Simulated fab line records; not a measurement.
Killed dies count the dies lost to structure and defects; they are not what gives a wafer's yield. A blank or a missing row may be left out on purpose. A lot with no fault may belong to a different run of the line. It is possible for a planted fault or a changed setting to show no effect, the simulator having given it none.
Split-lot experiment :: flow n5-finfet :: 39 wafers read from 7 lots, route of 1938 steps

SPLIT DETAILS
At N5_BEOL_M0_TRENCH_ETCH_107 (etches SiOC in C4F6/O2, target depth 32.8 nm, time 16.4 s), the setting target-depth-a was moved away from the recipe's 328 angstrom on 9 of the 39 wafers read, by -18.0% to +23.1%. For the rest of the wafers, this setting stayed at what the recipe calls for.

BETWEEN THE SPLIT AND THE READING: the file shows 1 step in between
- N5_BEOL_M0_STRIP_142: strips in N2/H2, time 10 s

THE READING
trench-depth-nm, in nm, at N5_BEOL_M0_OCD_MEAS_108. On this fab line, fault-free wafers typically give 32.8 nm with a standard deviation of 0.59 nm.

wafer: L074.1
tool, chamber at the split: rie-diel-03, 0
target-depth-a as run, angstrom: 328
against the recipe: recipe
trench-depth-nm, nm: 33.2
against lot-mates on the recipe: -

wafer: L074.2
tool, chamber at the split: rie-diel-03, 3
target-depth-a as run, angstrom: 328
against the recipe: recipe
trench-depth-nm, nm: 31.4
against lot-mates on the recipe: -

wafer: L074.3
tool, chamber at the split: rie-diel-03, 2
target-depth-a as run, angstrom: 328
against the recipe: recipe
trench-depth-nm, nm: 32.3
against lot-mates on the recipe: -

wafer: L074.4
tool, chamber at the split: rie-diel-03, 1
target-depth-a as run, angstrom: 397.2
against the recipe: +21.1%
trench-depth-nm, nm: 39.5
against lot-mates on the recipe: +7.2

wafer: L074.5
tool, chamber at the split: rie-diel-03, 2
target-depth-a as run, angstrom: 397.2
against the recipe: +21.1%
trench-depth-nm, nm: 38.5
against lot-mates on the recipe: +6.2

wafer: L074.6
tool, chamber at the split: rie-diel-03, 1
target-depth-a as run, angstrom: 397.2
against the recipe: +21.1%
trench-depth-nm, nm: 39.2
against lot-mates on the recipe: +6.9

wafer: L077.1
tool, chamber at the split: rie-diel-06, 3
target-depth-a as run, angstrom: 328
against the recipe: recipe
trench-depth-nm, nm: 32.5
against lot-mates on the recipe: -

wafer: L077.2
tool, chamber at the split: rie-diel-06, 0
target-depth-a as run, angstrom: 328
against the recipe: recipe
trench-depth-nm, nm: 33.1
against lot-mates on the recipe: -

wafer: L077.3
tool, chamber at the split: rie-diel-06, 2
target-depth-a as run, angstrom: 269.1
against the recipe: -18.0%
trench-depth-nm, nm: 28.1
against lot-mates on the recipe: -4.8

wafer: L077.4
tool, chamber at the split: rie-diel-06, 1
target-depth-a as run, angstrom: 269.1
against the recipe: -18.0%
trench-depth-nm, nm: 27.0
against lot-mates on the recipe: -5.9

wafer: L077.5
tool, chamber at the split: rie-diel-06, 3
target-depth-a as run, angstrom: 328
against the recipe: recipe
trench-depth-nm, nm: 33.0
against lot-mates on the recipe: -

wafer: L077.6
tool, chamber at the split: rie-diel-06, 2
target-depth-a as run, angstrom: 269.1
against the recipe: -18.0%
trench-depth-nm, nm: 28.0
against lot-mates on the recipe: -4.9

wafer: L081.1
tool, chamber at the split: rie-diel-03, 0
target-depth-a as run, angstrom: 328
against the recipe: recipe
trench-depth-nm, nm: 33.0
against lot-mates on the recipe: -

wafer: L081.2
tool, chamber at the split: rie-diel-03, 1
target-depth-a as run, angstrom: 328
against the recipe: recipe
trench-depth-nm, nm: 32.8
against lot-mates on the recipe: -

wafer: L081.3
tool, chamber at the split: rie-diel-03, 3
target-depth-a as run, angstrom: 328
against the recipe: recipe
trench-depth-nm, nm: 33.3
against lot-mates on the recipe: -

wafer: L081.4
tool, chamber at the split: rie-diel-03, 2
target-depth-a as run, angstrom: 328
against the recipe: recipe
trench-depth-nm, nm: 32.1
against lot-mates on the recipe: -

wafer: L081.5
tool, chamber at the split: rie-diel-03, 3
target-depth-a as run, angstrom: 328
against the recipe: recipe
trench-depth-nm, nm: 33.5
against lot-mates on the recipe: -

wafer: L081.6
tool, chamber at the split: rie-diel-03, 0
target-depth-a as run, angstrom: 328
against the recipe: recipe
trench-depth-nm, nm: 33.2
against lot-mates on the recipe: -

wafer: L085.1
tool, chamber at the split: rie-diel-01, 3
target-depth-a as run, angstrom: 328
against the recipe: recipe
trench-depth-nm, nm: 33.6
against lot-mates on the recipe: -

wafer: L085.2
tool, chamber at the split: rie-diel-01, 2
target-depth-a as run, angstrom: 328
against the recipe: recipe
trench-depth-nm, nm: 32.5
against lot-mates on the recipe: -

wafer: L085.3
tool, chamber at the split: rie-diel-01, 0
target-depth-a as run, angstrom: 328
against the recipe: recipe
trench-depth-nm, nm: 33.2
against lot-mates on the recipe: -

wafer: L085.4
tool, chamber at the split: rie-diel-01, 1
target-depth-a as run, angstrom: 328
against the recipe: recipe
trench-depth-nm, nm: 33.3
against lot-mates on the recipe: -

wafer: L085.5
tool, chamber at the split: rie-diel-01, 2
target-depth-a as run, angstrom: 328
against the recipe: recipe
trench-depth-nm, nm: 31.9
against lot-mates on the recipe: -

wafer: L085.6
tool, chamber at the split: rie-diel-01, 3
target-depth-a as run, angstrom: 328
against the recipe: recipe
trench-depth-nm, nm: 33.5
against lot-mates on the recipe: -

wafer: L088.2
tool, chamber at the split: rie-diel-01, 1
target-depth-a as run, angstrom: 328
against the recipe: recipe
trench-depth-nm, nm: 33.3
against lot-mates on the recipe: -

wafer: L088.3
tool, chamber at the split: rie-diel-01, 2
target-depth-a as run, angstrom: 328
against the recipe: recipe
trench-depth-nm, nm: 32.3
against lot-mates on the recipe: -

wafer: L088.6
tool, chamber at the split: rie-diel-01, 2
target-depth-a as run, angstrom: 328
against the recipe: recipe
trench-depth-nm, nm: 32.1
against lot-mates on the recipe: -

wafer: L091.1
tool, chamber at the split: rie-diel-06, 1,0,1
target-depth-a as run, angstrom: 328
against the recipe: recipe
trench-depth-nm, nm: 32.6
against lot-mates on the recipe: -

wafer: L091.2
tool, chamber at the split: rie-diel-06, 2
target-depth-a as run, angstrom: 328
against the recipe: recipe
trench-depth-nm, nm: 33.8
against lot-mates on the recipe: -

wafer: L091.3
tool, chamber at the split: rie-diel-06, 1,0,1
target-depth-a as run, angstrom: 328
against the recipe: recipe
trench-depth-nm, nm: 32.6
against lot-mates on the recipe: -

wafer: L091.4
tool, chamber at the split: rie-diel-06, 3
target-depth-a as run, angstrom: 328
against the recipe: recipe
trench-depth-nm, nm: 32.2
against lot-mates on the recipe: -

wafer: L091.5
tool, chamber at the split: rie-diel-06, 1,0,1
target-depth-a as run, angstrom: 328
against the recipe: recipe
trench-depth-nm, nm: 32.7
against lot-mates on the recipe: -

wafer: L091.6
tool, chamber at the split: rie-diel-06, 2
target-depth-a as run, angstrom: 328
against the recipe: recipe
trench-depth-nm, nm: 33.3
against lot-mates on the recipe: -

wafer: L094.1
tool, chamber at the split: rie-diel-03, 2,1
target-depth-a as run, angstrom: 328
against the recipe: recipe
trench-depth-nm, nm: 32.5
against lot-mates on the recipe: -

wafer: L094.2
tool, chamber at the split: rie-diel-03, 1
target-depth-a as run, angstrom: 328
against the recipe: recipe
trench-depth-nm, nm: 32.2
against lot-mates on the recipe: -

wafer: L094.3
tool, chamber at the split: rie-diel-03, 0
target-depth-a as run, angstrom: 403.9
against the recipe: +23.1%
trench-depth-nm, nm: 41.1
against lot-mates on the recipe: +8.7

wafer: L094.4
tool, chamber at the split: rie-diel-03, 3,0
target-depth-a as run, angstrom: 403.9
against the recipe: +23.1%
trench-depth-nm, nm: 40.4
against lot-mates on the recipe: +8.0

wafer: L094.5
tool, chamber at the split: rie-diel-03, 2,1
target-depth-a as run, angstrom: 328
against the recipe: recipe
trench-depth-nm, nm: 32.4
against lot-mates on the recipe: -

wafer: L094.6
tool, chamber at the split: rie-diel-03, 3,0
target-depth-a as run, angstrom: 403.9
against the recipe: +23.1%
trench-depth-nm, nm: 40.3
against lot-mates on the recipe: +7.9
If several chambers appear in one row, that row covers several wafers at once and the file leaves open which wafer was in which chamber.

FIT RESULTS
A straight line over all 39 wafers: trench-depth-nm changes by +0.309 nm for each +1% of target-depth-a; r = +0.98; the points scatter about the line by 0.6 nm.
The same after taking each lot's own level away (the mean of its wafers on the recipe; 39 wafers): +0.325 nm for each +1%; r = +0.99; scatter 0.57 nm.
The reading moves by 7.5 nm for the largest change in target-depth-a, on that fit.
Measured against the standard deviation above, the lots' own levels, which go from 32.30 to 33.00 nm, span 1.2 times it.
So the lot-to-lot level changes the slope little: the two slopes agree.
Check: for one of the wafers moved furthest among these (+23.1%), held out of the fit, the line's prediction against its lot-mates is +7.43 nm. It came out at +8.73 nm against them.

OTHER SPLITS ON THESE WAFERS
Note: prior to the reading, these wafers also went through further splits. Each is held against what the fit with the lots' levels taken away leaves over:
other split on the same wafers: N5_PMOS_HMC_CHANNEL_EPI_ETCH_38 target-depth-a
wafers away from the commonest value: 15
r with trench-depth-nm (lot level and that fit taken away): -0.01

other split on the same wafers: N5_SPACER0_ALD_07 target-thk-a
wafers away from the commonest value: 9
r with trench-depth-nm (lot level and that fit taken away): -0.02

other split on the same wafers: N5_HKMG_FIN_DEVELOP_11 develop-time-s
wafers away from the commonest value: 18
r with trench-depth-nm (lot level and that fit taken away): -0.04

THE WHOLE CHAIN: every reading that the file lists as answering this split, in the file's order
step: N5_BEOL_M0_TRENCH_ETCH_107
what it does: etches SiOC in C4F6/O2, target depth 32.8 nm, time 16.4 s
reading: BEOL_M0.feature-depth-nm (the simulator's own value, which no gauge read)
change (the file's fit): +0.324 nm for each +1% of the setting
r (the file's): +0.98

step: N5_BEOL_M0_OCD_MEAS_108
what it does: 
reading: trench-depth-nm
change (the file's fit): +0.328 nm for each +1% of the setting
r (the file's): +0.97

FILE'S OWN FIT
trench-depth-nm changes by +0.328 nm for each +1% of target-depth-a, r = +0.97.
